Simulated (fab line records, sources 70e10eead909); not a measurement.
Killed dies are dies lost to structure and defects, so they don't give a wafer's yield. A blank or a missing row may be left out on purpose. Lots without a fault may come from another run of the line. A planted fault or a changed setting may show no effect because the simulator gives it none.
Chamber matching | flow nand_harc | NHARC_A_STAIRCASE_DESCUM_312 on rie_diel-05: 4 sister chambers
The step chemistry O2, time 3 s. 20 wafers are shown with their chamber, then 10 later ones without.

WAFERS WITH THEIR CHAMBER
wafer  | chamber | drypump_motor_current_A (A) | showerhead_plenum_p_Torr (Torr) | rf_vpp_V (V)
L074.1 | 3       | 6.4                         | 1.79                            | 57.4
L074.3 | 1       | 4.9                         | 2.06                            | 58.0
L074.4 | 2       | 6.4                         | 1.78                            | 56.8
L078.2 | 2       | 6.4                         | 1.78                            | 57.1
L078.3 | 3       | 6.4                         | 1.78                            | 57.1
L078.5 | 2       | 6.4                         | 1.78                            | 57.6
L080.4 | 3       | 6.4                         | 1.78                            | 57.4
L080.5 | 2       | 6.4                         | 1.78                            | 57.0
L080.6 | 1       | 5.0                         | 2.06                            | 58.4
L081.1 | 2       | 6.4                         | 1.78                            | 58.3
L081.2 | 0       | 5.4                         | 2.07                            | 58.7
L081.5 | 3       | 6.4                         | 1.78                            | 55.4
L082.2 | 0       | 5.4                         | 2.07                            | 58.5
L082.3 | 3       | 6.4                         | 1.78                            | 56.8
L082.5 | 3       | 6.4                         | 1.78                            | 57.3
L085.2 | 0       | 5.4                         | 2.07                            | 58.6
L085.3 | 1       | 4.9                         | 2.05                            | 58.9
L085.6 | 0       | 5.4                         | 2.07                            | 58.1
L091.3 | 1       | 4.9                         | 2.04                            | 58.6
L091.5 | 2       | 6.4                         | 1.76                            | 56.3

SIGNATURES (means of the wafers above)
reading                  | chamber 0 | chamber 1 | chamber 2 | chamber 3 | scatter within a chamber
drypump_motor_current_A  | 5.400     | 4.925     | 6.400     | 6.400     | 0.0217
showerhead_plenum_p_Torr | 2.0700    | 2.0525    | 1.7767    | 1.7817    | 0.00657
rf_vpp_V                 | 58.475    | 58.475    | 57.183    | 56.900    | 0.612
Rule: a wafer's distance from a chamber is the root of the sum, over the readings, of the square of ((its reading less the chamber's mean) divided by the reading's scatter). The wafer belongs to the nearest chamber; if the next one is less than 2 further off, it can't be placed. The scatter: the root of (the sum of the squares of (reading less its chamber's mean) over the shown wafers, divided by (wafers less chambers)).

WAFERS WITHOUT THEIR CHAMBER
wafer  | drypump_motor_current_A (A) | showerhead_plenum_p_Torr (Torr) | rf_vpp_V (V)
L091.6 | 5.0                         | 2.04                            | 59.1
L090.2 | 5.4                         | 2.06                            | 58.2
L090.3 | 6.4                         | 1.76                            | 56.6
L090.5 | 4.9                         | 2.04                            | 57.6
L092.2 | 6.4                         | 1.77                            | 56.9
L092.4 | 6.4                         | 1.76                            | 57.5
L092.5 | 6.4                         | 1.77                            | 57.0
L093.2 | 5.0                         | 2.04                            | 57.3
L093.4 | 5.4                         | 2.05                            | 58.8
L093.6 | 6.4                         | 1.77                            | 57.9

WHICH CHAMBER EACH WENT THROUGH
wafer  | from the rows above     | in truth
L091.6 | 1                       | 1
L090.2 | 0                       | 0
L090.3 | can't be placed: 2 or 3 | 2
L090.5 | 1                       | 1
L092.2 | can't be placed: 2 or 3 | 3
L092.4 | can't be placed: 2 or 3 | 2
L092.5 | can't be placed: 2 or 3 | 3
L093.2 | 1                       | 1
L093.4 | 0                       | 0
L093.6 | can't be placed: 2 or 3 | 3
Placed correctly: 5 of 10. Can't be placed from these rows: 5 (the true chamber is among the candidates in 5). Placed wrongly: 0.
